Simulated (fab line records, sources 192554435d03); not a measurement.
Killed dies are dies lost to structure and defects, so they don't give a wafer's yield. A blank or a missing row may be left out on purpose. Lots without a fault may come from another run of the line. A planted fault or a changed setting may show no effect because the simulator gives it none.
Which tool did it? | flow n5_finfet | 11 lots, 31 wafers sampled, at 2 steps of a route of 1938

WHAT THE GAUGES READ, wafer by wafer
N5_BEOL_M9_INSPECT_58: inspects for defects (darkfield).
lot  | measured     | on                | raw_defect_count
L823 | day 11 12:33 | defect_inspect-01 | 54 91 40
L824 | day 11 16:43 | defect_inspect-01 | 119 91 62
L828 | day 11 19:14 | defect_inspect-02 | 99 90
L829 | day 12 05:38 | defect_inspect-02 | 42 61
L832 | day 13 13:20 | defect_inspect-02 | 64 54 88
L835 | day 13 15:04 | defect_inspect-01 | 67 80 108
L834 | day 13 14:55 | defect_inspect-01 | 107 101 122
L836 | day 14 16:16 | defect_inspect-02 | 72 131 52
L839 | day 14 17:02 | defect_inspect-02 | 61 41 58
L841 | day 15 09:17 | defect_inspect-02 | 107 63 75
L845 | day 16 15:20 | defect_inspect-02 | 54 52 49

WHICH TOOL RAN EACH LOT (tool, then ch and the chambers of the sampled wafers, then the start)
lot  | N5_BEOL_M9_HM_OPEN_17
L823 | rie_metal-03 ch 0,1, day 11 05:52
L824 | rie_metal-03 ch 0,1, day 11 11:05
L828 | rie_metal-03 ch 0,1, day 11 11:53
L829 | rie_metal-02 ch 0,1, day 12 01:53
L832 | rie_metal-02 ch 0,1, day 13 05:17
L835 | rie_metal-02 ch 0,1, day 13 08:42
L834 | rie_metal-03 ch 1, day 13 08:59
L836 | rie_metal-01 ch 0,1, day 14 11:31
L839 | rie_metal-02 ch 0,1, day 14 11:51
L841 | rie_metal-02 ch 0,1, day 15 05:44
L845 | rie_metal-01 ch 0,1, day 16 11:00
- N5_BEOL_M9_HM_OPEN_17: chemistry Cl2/BCl3, target TiN, target depth 20 nm, overetch 6 nm.

THE ANSWER, worked out from the rows above alone
Rule: what is usual is taken from the lots themselves. Put in order of their means at a reading, lots are off if they are a third of the lots or fewer, leave a main group of 4 or more, and stand apart from it by a gap of 3 or more times the standard deviation of the main group's means; of several such gaps the widest counts. A main group whose means are all the same, to the digits that the tables above print for the reading, isn't used. A lot without any number at a reading at which 4 lots or more have one is off too. The other lots that the step has rows for count as sound.
No lot is off at any reading shown: from this, nothing can be told.

WHAT THE SIMULATOR HAD PUT IN
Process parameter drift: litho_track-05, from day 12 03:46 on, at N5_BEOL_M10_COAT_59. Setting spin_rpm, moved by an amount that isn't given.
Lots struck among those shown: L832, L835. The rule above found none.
